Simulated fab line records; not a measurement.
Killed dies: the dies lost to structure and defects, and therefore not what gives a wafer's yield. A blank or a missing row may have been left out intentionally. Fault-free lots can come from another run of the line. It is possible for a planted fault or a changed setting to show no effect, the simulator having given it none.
Matching of chambers	flow nandHarc	rieDiel-04 running NHARC_A_BONDPAD_DESCUM_11: 4 sister chambers
The step chemistry O2, time 3 s. 7 wafers are shown with their chamber, then 7 later ones without.

== WAFERS, EACH WITH ITS CHAMBER ==
wafer	chamber	showerheadPlenumPTorr (Torr)	drypumpMotorCurrentA (A)
L078.6	1	1.93	5.5
L080.1	2	1.84	6.3
L082.3	3	1.78	5.0
L082.4	0	2.00	6.0
L082.5	3	1.78	4.9
L091.2	0	2.00	6.0
L091.3	1	1.92	5.5

== WAFERS WITHOUT THEIR CHAMBER ==
wafer	showerheadPlenumPTorr (Torr)	drypumpMotorCurrentA (A)
L091.4	1.83	6.4
L095.1	1.83	6.4
L095.2	2.00	6.0
L095.6	1.77	5.0
L097.1	2.00	6.0
L097.3	1.83	6.3
L097.5	1.77	5.0

== WHICH CHAMBER EACH WENT THROUGH ==
wafer	from the rows above	in truth
L091.4	2	2
L095.1	2	2
L095.2	0	0
L095.6	3	3
L097.1	0	0
L097.3	2	2
L097.5	3	3
Correctly placed: 7 of 7. Left unplaced by these rows: 0. Wrongly placed: 0.
How it was worked out, from the rows above alone: a wafer's distance from a chamber is the root of the sum, over the readings, of the square of ((its reading less the chamber's mean) divided by the reading's scatter). The wafer belongs to the nearest chamber; if the next one is less than 2 further off, it can't be placed. For every chamber, the mean is computed from those of its wafers that are shown. The scatter: the root of (the sum of the squares of (reading less its chamber's mean) over the shown wafers, divided by (wafers less chambers)).
